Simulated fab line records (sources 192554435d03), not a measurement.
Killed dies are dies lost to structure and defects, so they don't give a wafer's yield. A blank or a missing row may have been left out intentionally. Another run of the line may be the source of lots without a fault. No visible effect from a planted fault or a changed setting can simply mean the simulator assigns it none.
Which tool did it? ; flow n5Finfet ; 24 lots, 72 wafers sampled, at 4 steps of a route of 1938

WHAT THE GAUGES SHOWED, per wafer
N5_BEOL_M1_OVL_MEAS_12.
lot;measured;on;M1_OVL (nm)
L074;day 6 00:59;overlay-01;0.0 0.6 0.2
L075;day 6 04:10;overlay-02;0.0 -0.1 0.5
L076;day 6 10:52;overlay-01;-0.5 -0.4 -0.7
L077;day 6 19:07;overlay-02;0.6 0.7 0.1
L078;day 7 04:12;overlay-01;0.5 0.1 0.0
L079;day 7 09:46;overlay-01;0.4 0.8 0.5
L080;day 7 10:23;overlay-02;-0.1 0.6 0.5
L081;day 7 18:58;overlay-02;-1.0 -1.8 -0.4
L082;day 8 05:08;overlay-01;-1.6 -0.9 -0.4
L084;day 8 12:18;overlay-02;0.6 0.1 1.1
L083;day 8 12:30;overlay-02;-0.4 -0.9 0.5
L085;day 8 23:28;overlay-02;0.3 -0.2 0.3
L086;day 9 05:15;overlay-01;0.7 0.1 -0.2
L087;day 9 07:20;overlay-02;1.0 0.5 0.8
L088;day 9 11:08;overlay-01;0.4 -0.2 -0.7
L089;day 9 17:50;overlay-01;-0.7 0.2 -1.0
L090;day 9 23:36;overlay-01;0.0 0.6 -1.0
L091;day 10 06:02;overlay-02;0.9 -0.4 0.6
L092;day 10 12:20;overlay-02;-0.2 0.1 -0.3
L093;day 10 16:51;overlay-02;-2.0 -1.0 -1.4
L094;day 10 22:04;overlay-02;0.0 0.0 0.0
L095;day 11 09:52;overlay-01;-1.2 -0.5 0.2
L096;day 11 14:40;overlay-02;-0.3 0.7 -0.4
L097;day 11 22:47;overlay-01;-0.7 -0.7 -0.8

WHAT TOOL EACH LOT RAN ON (gives the tool, then ch and the chambers of the sampled wafers, and finally the start)
lot;N5_BEOL_M0_PRE_CLEAN_113;N5_BEOL_M0_ANNEAL_135;N5_BEOL_M1_ILD_DEP_00
L074;pvdSputter-02, day 5 20:01;pvdSputter-02, day 5 22:35;pecvd-01 ch 1,2, day 5 23:44
L075;pvdSputter-02, day 5 23:59;pvdSputter-03, day 6 00:49;pecvd-04 ch 0,1,2, day 6 02:11
L076;pvdSputter-01, day 6 06:55;pvdSputter-03, day 6 08:56;pecvd-04 ch 0,2, day 6 10:08
L077;pvdSputter-02, day 6 13:31;pvdSputter-01, day 6 17:09;pecvd-04 ch 0,1, day 6 18:24
L078;pvdSputter-01, day 6 22:08;pvdSputter-02, day 6 23:48;pecvd-01 ch 0,1,2, day 7 00:59
L079;pvdSputter-02, day 7 05:23;pvdSputter-01, day 7 06:20;pecvd-01 ch 0,1,2, day 7 08:13
L080;pvdSputter-01, day 7 06:47;pvdSputter-02, day 7 08:04;pecvd-01 ch 0,1,2, day 7 09:15
L081;pvdSputter-02, day 7 13:04;pvdSputter-01, day 7 15:13;pecvd-04 ch 0,1,2, day 7 16:26
L082;pvdSputter-01, day 8 02:05;pvdSputter-01, day 8 03:07;pecvd-03 ch 0,1,2, day 8 04:25
L084;pvdSputter-03, day 8 06:31;pvdSputter-03, day 8 07:23;pecvd-01 ch 1,2, day 8 08:35
L083;pvdSputter-01, day 8 06:31;pvdSputter-02, day 8 07:29;pecvd-04 ch 0,1,2, day 8 08:44
L085;pvdSputter-02, day 8 19:25;pvdSputter-01, day 8 20:22;pecvd-03 ch 0,1, day 8 21:59
L086;pvdSputter-01, day 9 00:20;pvdSputter-02, day 9 02:46;pecvd-04 ch 0,1,2, day 9 03:55
L087;pvdSputter-01, day 9 03:52;pvdSputter-03, day 9 05:07;pecvd-01 ch 1,2, day 9 06:17
L088;pvdSputter-03, day 9 06:44;pvdSputter-01, day 9 09:01;pecvd-04 ch 0,2, day 9 10:10
L089;pvdSputter-02, day 9 14:06;pvdSputter-01, day 9 15:22;pecvd-03 ch 1, day 9 16:32
L090;pvdSputter-02, day 9 19:34;pvdSputter-02, day 9 20:54;pecvd-04 ch 0,1,2, day 9 22:17
L091;pvdSputter-02, day 10 01:50;pvdSputter-03, day 10 02:57;pecvd-01 ch 0,1,2, day 10 04:11
L092;pvdSputter-01, day 10 07:20;pvdSputter-02, day 10 08:44;pecvd-01 ch 0,1,2, day 10 10:07
L093;pvdSputter-01, day 10 13:44;pvdSputter-01, day 10 15:01;pecvd-01 ch 0,2, day 10 16:13
L094;pvdSputter-02, day 10 16:48;pvdSputter-01, day 10 18:32;pecvd-01 ch 0,1, day 10 19:41
L095;pvdSputter-01, day 11 06:32;pvdSputter-01, day 11 07:19;pecvd-03 ch 0,2, day 11 08:37
L096;pvdSputter-03, day 11 09:39;pvdSputter-02, day 11 10:44;pecvd-04 ch 0,1,2, day 11 11:58
L097;pvdSputter-01, day 11 18:52;pvdSputter-03, day 11 20:23;pecvd-01 ch 0,1,2, day 11 21:32
- N5_BEOL_M0_PRE_CLEAN_113: time 30 s.
- N5_BEOL_M0_ANNEAL_135: time 60 s.
- N5_BEOL_M1_ILD_DEP_00: deposits SiOC from DEMS/O2, target thk 79 nm, time 15.3 s.

AS READ BY THE TOOLS THEMSELVES (means over the sampled wafers that have a number; for cases with no such wafer, the mark the record gives instead)
N5_BEOL_M0_PRE_CLEAN_113.
lot;tool;heaterPowerW (W)
L074;pvdSputter-02;384
L075;pvdSputter-02;361
L076;pvdSputter-01;315
L077;pvdSputter-02;358
L078;pvdSputter-01;341
L079;pvdSputter-02;349
L080;pvdSputter-01;320
L081;pvdSputter-02;389
L082;pvdSputter-01;314
L084;pvdSputter-03;333
L083;pvdSputter-01;328
L085;pvdSputter-02;354
L086;pvdSputter-01;337
L087;pvdSputter-01;333
L088;pvdSputter-03;317
L089;pvdSputter-02;376
L090;pvdSputter-02;384
L091;pvdSputter-02;386
L092;pvdSputter-01;315
L093;pvdSputter-01;345
L094;pvdSputter-02;400
L095;pvdSputter-01;349
L096;pvdSputter-03;314
L097;pvdSputter-01;319

N5_BEOL_M0_ANNEAL_135.
lot;tool;heaterPowerW (W)
L074;pvdSputter-02;914
L075;pvdSputter-03;804
L076;pvdSputter-03;785
L077;pvdSputter-01;732
L078;pvdSputter-02;937
L079;pvdSputter-01;785
L080;pvdSputter-02;945
L081;pvdSputter-01;771
L082;pvdSputter-01;801
L084;pvdSputter-03;788
L083;pvdSputter-02;873
L085;pvdSputter-01;787
L086;pvdSputter-02;895
L087;pvdSputter-03;729
L088;pvdSputter-01;832
L089;pvdSputter-01;798
L090;pvdSputter-02;991
L091;pvdSputter-03;750
L092;pvdSputter-02;939
L093;pvdSputter-01;840
L094;pvdSputter-01;794
L095;pvdSputter-01;839
L096;pvdSputter-02;935
L097;pvdSputter-03;845

N5_BEOL_M1_ILD_DEP_00.
lot;tool;chamberPressureTorr (Torr);heaterPowerW (W);showerheadPlenumPTorr (Torr);throttleValvePct (%)
L074;pecvd-01;4.999;368;5.685;11.3
L075;pecvd-04;5.004;564;5.689;11.6
L076;pecvd-04;5.007;544;5.693;11.9
L077;pecvd-04;5.000;554;5.693;11.8
L078;pecvd-01;4.994;431;5.678;11.5
L079;pecvd-01;4.995;413;5.681;11.7
L080;pecvd-01;4.998;437;5.689;11.6
L081;pecvd-04;5.000;546;5.679;11.8
L082;pecvd-03;5.000;464;5.673;12.6
L084;pecvd-01;4.997;398;5.686;11.0
L083;pecvd-04;5.002;608;5.691;11.7
L085;pecvd-03;4.989;461;5.686;13.1
L086;pecvd-04;5.008;582;5.681;11.9
L087;pecvd-01;4.997;377;5.669;11.4
L088;pecvd-04;4.984;562;5.689;11.9
L089;pecvd-03;5.003;445;5.681;12.8
L090;pecvd-04;5.001;580;5.687;11.8
L091;pecvd-01;5.002;417;5.677;11.7
L092;pecvd-01;4.989;408;5.670;11.6
L093;pecvd-01;4.999;452;5.687;12.1
L094;pecvd-01;5.001;401;5.675;12.3
L095;pecvd-03;4.989;476;5.678;12.2
L096;pecvd-04;4.999;529;5.687;11.7
L097;pecvd-01;5.005;392;5.688;11.6

THE ANSWER, worked out from the rows above alone
Rule: usual is defined by the lots themselves. The widest of any qualifying gaps counts: lots, ordered by their means at a reading, are off when they make up no more than a third of the lots, leave a main group of 4 or more, and stand apart from it by 3 or more times the standard deviation of that group's means. The tables above print the reading to a certain number of digits; a main group whose means all agree to those digits is not used. A lot without any number at a reading at which 4 lots or more have one is off too. The other lots that the step has rows for count as sound. Order of review: gauges by route order, followed by the tools' own readings, for which a lot's mean as printed above is used. The first step at which some lot is off is used, and at that step the reading that is off furthest; a lot without a number counts as furthest.
Across all readings shown, no lot is off: no conclusion can be drawn from this.

WHAT THE SIMULATOR PUT IN
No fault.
